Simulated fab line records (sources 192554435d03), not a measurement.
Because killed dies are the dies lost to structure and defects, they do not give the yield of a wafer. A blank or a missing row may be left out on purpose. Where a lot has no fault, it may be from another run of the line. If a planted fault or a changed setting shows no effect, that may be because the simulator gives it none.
Chamber matching || flow n5Finfet || rieSi-02 running N5_BEOL_M0_SAQP_MANDREL_ETCH_20: 4 sister chambers
The step etches a-Si in HBr/Cl2, stops on SiNx, target depth 60 nm, bt time 10 s, time 30 s. 18 wafers are shown with their chamber, then 9 later ones without.

== EACH WAFER AND ITS CHAMBER ==
{"wafer": "L074.3", "chamber": 0, "drypumpMotorCurrentA (A)": 5.20, "throttleValvePct (%)": 35.70, "oesProductAu (a.u.)": 0.798}
{"wafer": "L074.5", "chamber": 2, "drypumpMotorCurrentA (A)": 5.92, "throttleValvePct (%)": 35.71, "oesProductAu (a.u.)": 0.767}
{"wafer": "L074.6", "chamber": 3, "drypumpMotorCurrentA (A)": 6.02, "throttleValvePct (%)": 35.47, "oesProductAu (a.u.)": 0.786}
{"wafer": "L075.3", "chamber": 1, "drypumpMotorCurrentA (A)": 5.47, "throttleValvePct (%)": 35.29, "oesProductAu (a.u.)": 0.764}
{"wafer": "L075.4", "chamber": 2, "drypumpMotorCurrentA (A)": 5.94, "throttleValvePct (%)": 35.72, "oesProductAu (a.u.)": 0.757}
{"wafer": "L075.5", "chamber": 3, "drypumpMotorCurrentA (A)": 6.00, "throttleValvePct (%)": 35.49, "oesProductAu (a.u.)": 0.776}
{"wafer": "L077.1", "chamber": 2, "drypumpMotorCurrentA (A)": 5.95, "throttleValvePct (%)": 35.74, "oesProductAu (a.u.)": 0.752}
{"wafer": "L077.3", "chamber": 0, "drypumpMotorCurrentA (A)": 5.23, "throttleValvePct (%)": 35.70, "oesProductAu (a.u.)": 0.795}
{"wafer": "L077.5", "chamber": 2, "drypumpMotorCurrentA (A)": 5.93, "throttleValvePct (%)": 35.74, "oesProductAu (a.u.)": 0.755}
{"wafer": "L080.2", "chamber": 2, "drypumpMotorCurrentA (A)": 5.96, "throttleValvePct (%)": 35.73, "oesProductAu (a.u.)": 0.751}
{"wafer": "L080.3", "chamber": 3, "drypumpMotorCurrentA (A)": 6.00, "throttleValvePct (%)": 35.52, "oesProductAu (a.u.)": 0.765}
{"wafer": "L080.5", "chamber": 0, "drypumpMotorCurrentA (A)": 5.23, "throttleValvePct (%)": 35.71, "oesProductAu (a.u.)": 0.796}
{"wafer": "L084.2", "chamber": 0, "drypumpMotorCurrentA (A)": 5.22, "throttleValvePct (%)": 35.71, "oesProductAu (a.u.)": 0.792}
{"wafer": "L084.5", "chamber": 0, "drypumpMotorCurrentA (A)": 5.21, "throttleValvePct (%)": 35.72, "oesProductAu (a.u.)": 0.792}
{"wafer": "L084.6", "chamber": 1, "drypumpMotorCurrentA (A)": 5.49, "throttleValvePct (%)": 35.28, "oesProductAu (a.u.)": 0.767}
{"wafer": "L089.1", "chamber": 2, "drypumpMotorCurrentA (A)": 5.94, "throttleValvePct (%)": 35.75, "oesProductAu (a.u.)": 0.747}
{"wafer": "L089.3", "chamber": 0, "drypumpMotorCurrentA (A)": 5.24, "throttleValvePct (%)": 35.73, "oesProductAu (a.u.)": 0.791}
{"wafer": "L089.4", "chamber": 1, "drypumpMotorCurrentA (A)": 5.53, "throttleValvePct (%)": 35.28, "oesProductAu (a.u.)": 0.765}

SIGNATURES (averages over the wafers above)
{"reading": "drypumpMotorCurrentA", "chamber 0": 5.2217, "chamber 1": 5.4967, "chamber 2": 5.9400, "chamber 3": 6.0067, "scatter within a chamber": 0.0174}
{"reading": "throttleValvePct", "chamber 0": 35.7117, "chamber 1": 35.2833, "chamber 2": 35.7317, "chamber 3": 35.4933, "scatter within a chamber": 0.0149}
{"reading": "oesProductAu", "chamber 0": 0.79400, "chamber 1": 0.76533, "chamber 2": 0.75483, "chamber 3": 0.77567, "scatter within a chamber": 0.00598}
Rule: a wafer's distance from a chamber is the root of the sum, over the readings, of the square of ((its reading less the chamber's mean) divided by the reading's scatter). If the next closest chamber is less than 2 further off than the closest, the wafer can't be placed; otherwise it belongs to the closest. The scatter is the square root of a quotient: the sum, over the shown wafers, of each reading's squared deviation from its chamber's mean, divided by wafers minus chambers.

== WAFERS WITH NO CHAMBER GIVEN ==
{"wafer": "L092.2", "drypumpMotorCurrentA (A)": 5.22, "throttleValvePct (%)": 35.72, "oesProductAu (a.u.)": 0.782}
{"wafer": "L092.3", "drypumpMotorCurrentA (A)": 5.93, "throttleValvePct (%)": 35.74, "oesProductAu (a.u.)": 0.758}
{"wafer": "L092.6", "drypumpMotorCurrentA (A)": 5.51, "throttleValvePct (%)": 35.29, "oesProductAu (a.u.)": 0.768}
{"wafer": "L094.1", "drypumpMotorCurrentA (A)": 5.24, "throttleValvePct (%)": 35.70, "oesProductAu (a.u.)": 0.787}
{"wafer": "L094.2", "drypumpMotorCurrentA (A)": 6.00, "throttleValvePct (%)": 35.50, "oesProductAu (a.u.)": 0.766}
{"wafer": "L094.6", "drypumpMotorCurrentA (A)": 5.22, "throttleValvePct (%)": 35.70, "oesProductAu (a.u.)": 0.791}
{"wafer": "L095.2", "drypumpMotorCurrentA (A)": 5.96, "throttleValvePct (%)": 35.73, "oesProductAu (a.u.)": 0.754}
{"wafer": "L095.3", "drypumpMotorCurrentA (A)": 5.25, "throttleValvePct (%)": 35.69, "oesProductAu (a.u.)": 0.791}
{"wafer": "L095.5", "drypumpMotorCurrentA (A)": 5.53, "throttleValvePct (%)": 35.29, "oesProductAu (a.u.)": 0.766}

== EACH ONE'S CHAMBER ==
{"wafer": "L092.2", "from the rows above": 0, "in truth": 0}
{"wafer": "L092.3", "from the rows above": 2, "in truth": 2}
{"wafer": "L092.6", "from the rows above": 1, "in truth": 1}
{"wafer": "L094.1", "from the rows above": 0, "in truth": 0}
{"wafer": "L094.2", "from the rows above": 3, "in truth": 3}
{"wafer": "L094.6", "from the rows above": 0, "in truth": 0}
{"wafer": "L095.2", "from the rows above": 2, "in truth": 2}
{"wafer": "L095.3", "from the rows above": 0, "in truth": 0}
{"wafer": "L095.5", "from the rows above": 1, "in truth": 1}
Placed correctly: 9 of 9. Number that these rows cannot place: 0. 0 placed wrongly.
